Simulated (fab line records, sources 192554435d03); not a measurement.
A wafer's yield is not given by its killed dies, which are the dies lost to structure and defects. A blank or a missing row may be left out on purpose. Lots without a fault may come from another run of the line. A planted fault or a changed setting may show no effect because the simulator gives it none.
A struck lot beside a sound one :: flow n5 finfet :: 14 steps out of a route of 1938
Sound: the wafers L322.1, L322.4, L322.5. The struck wafers were L333.2, L333.5, L333.6. Last of all comes the cause.
Per side, at each step with rows, come the tool, then ch with its chambers, and then its first start. Under that, the readings that differ: sound wafers :: struck wafers :: difference of the means :: sigmas: that difference in standard deviations of wafers without a fault.
alike: a reading whose means differ by less than 2 such deviations, as well as words and numbers matching on both sides. not compared: withheld readings; readings where some wafer has no value; bounds like >300 that might hide an equal value; numbers whose values overlap and for which the record gives no deviation.
The two part at a step that has a row with sigmas, a row that says differs or no value, or rows on one side only. Non-overlapping numbers with no deviation appear without sigmas and do not part them. A reading that every wafer of one side lacks parts them only if that side has two wafers or more.

N5_BEOL_M0_SAQP_PECVD_96: deposits a-Si from SiH4/He, target thk 45 nm, time 45.2 s.
  sound on pecvd-01 ch 1,2, day 6 11:44; struck on pecvd-02 ch 0,1, day 9 03:49
  alike: heater power w, rf fwd power W, showerhead plenum p Torr, throttle valve pct
N5_BEOL_M0_SAQP_PECVD_97: deposits SiNx from SiH4/NH3/N2, target thk 23 nm, time 19.9 s.
  sound on pecvd-01 ch 1,2, day 6 11:47; struck on pecvd-02 ch 0,1, day 9 03:51
  alike: heater power w, rf fwd power W, showerhead plenum p Torr, throttle valve pct
N5_BEOL_M0_SAQP_PECVD_04: deposits a-Si from SiH4/He, target thk 60 nm, time 60.2 s.
  sound on pecvd-01 ch 1,2, day 6 11:50; struck on pecvd-02 ch 0,1, day 9 03:53
  alike: heater power w, rf fwd power W, showerhead plenum p Torr, throttle valve pct
N5_BEOL_M0_SAQP_THK_MEAS_05:
  sound on film metro-01 at day 6 11:55; struck on film metro-01 at day 9 03:59
reading: thk nm (nm)
sound: 58.5 59.7 59.5
struck: 60.6 60.9 61.4
difference: +1.7
sigmas: +2
N5_BEOL_M0_SAQP_HM_DEP_111: deposits SiO2 from SiH4/N2O, target thk 12 nm, time 7.2 s.
  sound on pecvd-04 ch 0,2, day 6 11:58; struck on pecvd-04 ch 0,1, day 9 04:01
reading: rf fwd power W (W)
sound: 270.0 270.1 272.7
struck: 273.6 274.1 274.1
difference: +3.0
sigmas: +3
  alike: heater power w, showerhead plenum p Torr
then, 7 steps without rows for these wafers: N5_BEOL_M0_SAQP_COAT_81 (time 60 s, resist thk 100 nm); N5_BEOL_M0_SAQP_COAT_82 (time 60 s, resist thk 30 nm); N5_BEOL_M0_SAQP_COAT_08 (resist thk 90 nm); N5_BEOL_M0_SAQP_EBR_10; N5_BEOL_M0_SAQP_SOFTBAKE_09 (time 60 s); N5_BEOL_M0_SAQP_EXPOSE_11 (exposes mask M0 CORE, target cd 42 nm); N5_BEOL_M0_SAQP_PEB_12 (peb time 60 s).
N5_BEOL_M0_SAQP_DEVELOP_13: develop time 30 s.
  struck on litho track-01, day 9 04:25; sound on litho track-01 ch 0, day 6 12:13
  no value came back on the struck wafers for chill plate temp C (C), develop time s (s); on the sound wafers chill plate temp C (C) reads 23.18 23.01 23.06
reading: model.CAR-ArF_of_BEOL_M0_SAQP_COAT_08.thk nm (nm)
sound: 88 88.4 88.2
struck: 89.8 89.6 90
difference: +1.6
sigmas: 
N5_BEOL_M0_SAQP_CD_MEAS_14: the cd target is 42.5 nm.
  sound on cd sem-02 ch 0, day 6 12:17; struck on cd sem-03 ch 0, day 9 04:28
reading: cd nm (nm)
sound: 42.6 41.9 42.0
struck: - - -
difference: no value on the struck wafers
sigmas: 

WHERE THEY PART
Earliest at N5_BEOL_M0_SAQP_THK_MEAS_05; latest, in this record, at N5_BEOL_M0_SAQP_CD_MEAS_14.

WHY: what the simulator had put in
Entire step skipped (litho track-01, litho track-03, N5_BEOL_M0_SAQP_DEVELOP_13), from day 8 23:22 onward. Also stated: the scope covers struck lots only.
